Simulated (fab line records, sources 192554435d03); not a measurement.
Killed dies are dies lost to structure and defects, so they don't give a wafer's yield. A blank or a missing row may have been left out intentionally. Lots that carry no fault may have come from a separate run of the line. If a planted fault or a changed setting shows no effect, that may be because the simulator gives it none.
Split-lot experiment    flow n5-finfet    7 lots, 21 wafers read, on a route of 1938 steps

== ABOUT THE SPLIT ==
At N5_BEOL_M11_EXPOSE_08 (exposes mask M11), the setting dose-mj was moved away from the recipe's 53.75 on 3 of the 21 wafers read, by -7.1% to +4.9%. All remaining wafers had this setting at the recipe value.

== FROM THE SPLIT TO THE READING: what the file shows between them, 15 steps ==
- N5_BEOL_M11_PEB_09: peb time 60 s
- N5_BEOL_M11_DEVELOP_10: develop time 30 s
- N5_BEOL_M11_CD_MEAS_11: target cd 64.1 nm
- N5_BEOL_M11_DESCUM_16: chemistry O2, time 7.9 s
- N5_BEOL_M11_ETCH_61: etches SiARC in CF4, target depth 39 nm, time 65 s
- N5_BEOL_M11_ETCH_62: etches SOC in N2/H2, target depth 110 nm, overetch 22 nm, time 165 s
- N5_BEOL_M11_STRIP_68: strips in N2/H2
- N5_BEOL_M11_STRIP_67: strips in CF4
- N5_BEOL_M11_HM_OPEN_17: chemistry Cl2/BCl3, target TiN, target depth 20 nm, overetch 6 nm
- N5_BEOL_M11_STRIP_19: strips in O2
- N5_BEOL_M11_CD_MEAS_18: pitch 140 nm, target cd 70 nm
- N5_BEOL_M11_COAT_63: time 60 s, resist thk 100 nm
- N5_BEOL_M11_COAT_64: time 60 s, resist thk 30 nm
- N5_BEOL_M11_PRECLEAN_42: cleans in residue remover, time 60 s
- N5_BEOL_M11_SRD_43: time 30 s

== THE READING ==
cd-nm (nm) at N5_BEOL_M11_CD_MEAS_35, where the cd target is 70 nm. Fault-free wafers of this fab line usually give 69.9 nm, standard deviation 0.65 nm.

wafer   tool, chamber at the split  dose-mj as run  against the recipe  cd-nm, nm  against lot-mates on the recipe
L078.1  arfi-scanner-03, 0          53.75           recipe              70.3       -
L078.2  arfi-scanner-03, 0          53.75           recipe              69.9       -
L078.6  arfi-scanner-03, 0          53.75           recipe              70.9       -
L077.3  arfi-scanner-01, 0          53.75           recipe              70.2       -
L077.5  arfi-scanner-01, 0          53.75           recipe              70.1       -
L077.6  arfi-scanner-01, 0          53.75           recipe              71.0       -
L082.3  arfi-scanner-01, 0          53.75           recipe              69.4       -
L082.4  arfi-scanner-01, 0          52.66           -2.0%               68.1       -1.2
L082.5  arfi-scanner-01, 0          53.75           recipe              69.3       -
L090.1  arfi-scanner-03, 0          53.75           recipe              69.7       -
L090.3  arfi-scanner-03, 0          53.75           recipe              69.2       -
L090.6  arfi-scanner-03, 0          53.75           recipe              69.6       -
L092.1  arfi-scanner-03, 0          53.75           recipe              69.9       -
L092.2  arfi-scanner-03, 0          53.75           recipe              69.6       -
L092.6  arfi-scanner-03, 0          53.75           recipe              68.9       -
L095.3  arfi-scanner-01, 0          53.75           recipe              70.5       -
L095.5  arfi-scanner-01, 0          53.75           recipe              70.2       -
L095.6  arfi-scanner-01, 0          49.91           -7.1%               66.1       -4.2
L094.3  arfi-scanner-03, 0          53.75           recipe              70.3       -
L094.4  arfi-scanner-03, 0          53.75           recipe              69.0       -
L094.6  arfi-scanner-03, 0          56.38           +4.9%               73.4       +3.8

THE FIT
A straight line over all 21 wafers: cd-nm changes by +0.607 nm for each +1% of dose-mj; r = +0.90; the points scatter about the line by 0.61 nm.
The same after taking each lot's own level away (the mean of its wafers on the recipe; 21 wafers): +0.651 nm for each +1%; r = +0.96; scatter 0.4 nm.
The reading moves by 4.6 nm for the largest change in dose-mj, on that fit.
From 69.35 to 70.43 nm: that is the span of the lots' own levels, equal to 1.7 times the standard deviation above.
Hence the lot-to-lot level has little effect on the slope; both slopes agree.
Check: for one of the wafers moved furthest among these (-7.1%), held out of the fit, the line's prediction against its lot-mates is -5.29 nm. It came out at -4.25 nm against them.

== THESE WAFERS: OTHER SPLITS ==
Before the reading, these wafers also passed through other splits. Each is held against what the fit with the lots' levels taken away leaves over:
other split on the same wafers  wafers away from the commonest value  r with cd-nm (lot level and that fit taken away)
N5_BEOL_M7_DESCUM_33 time-s     7                                     -0.07
N5_BEOL_M8_COAT_60 spin-rpm     2                                     -0.12
N5_BEOL_M9_COAT_60 spin-rpm     8                                     -0.21
N5_BEOL_M10_COAT_05 spin-rpm    6                                     +0.31

== THE WHOLE CHAIN: every reading that the file lists as answering this split, in the file's order ==
step                    what it does                                                          reading                                                                 change (the file's fit)                r (the file's)
N5_BEOL_M11_CD_MEAS_11  target cd 64.1 nm                                                     cd-nm                                                                   +0.694 nm for each +1% of the setting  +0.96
N5_BEOL_M11_ETCH_61     etches SiARC in CF4, target depth 39 nm, time 65 s                    BEOL_M11.cd-offset-nm (the simulator's own value, which no gauge read)  +0.678 nm for each +1% of the setting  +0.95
N5_BEOL_M11_ETCH_62     etches SOC in N2/H2, target depth 110 nm, overetch 22 nm, time 165 s  BEOL_M11.cd-offset-nm (the simulator's own value, which no gauge read)  +0.656 nm for each +1% of the setting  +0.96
N5_BEOL_M11_CD_MEAS_18  pitch 140 nm, target cd 70 nm                                         cd-nm                                                                   +0.747 nm for each +1% of the setting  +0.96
N5_BEOL_M11_CD_MEAS_35  target cd 70 nm                                                       cd-nm                                                                   +0.655 nm for each +1% of the setting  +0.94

== FILE'S OWN FIT ==
cd-nm changes by +0.655 nm for each +1% of dose-mj, r = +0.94.
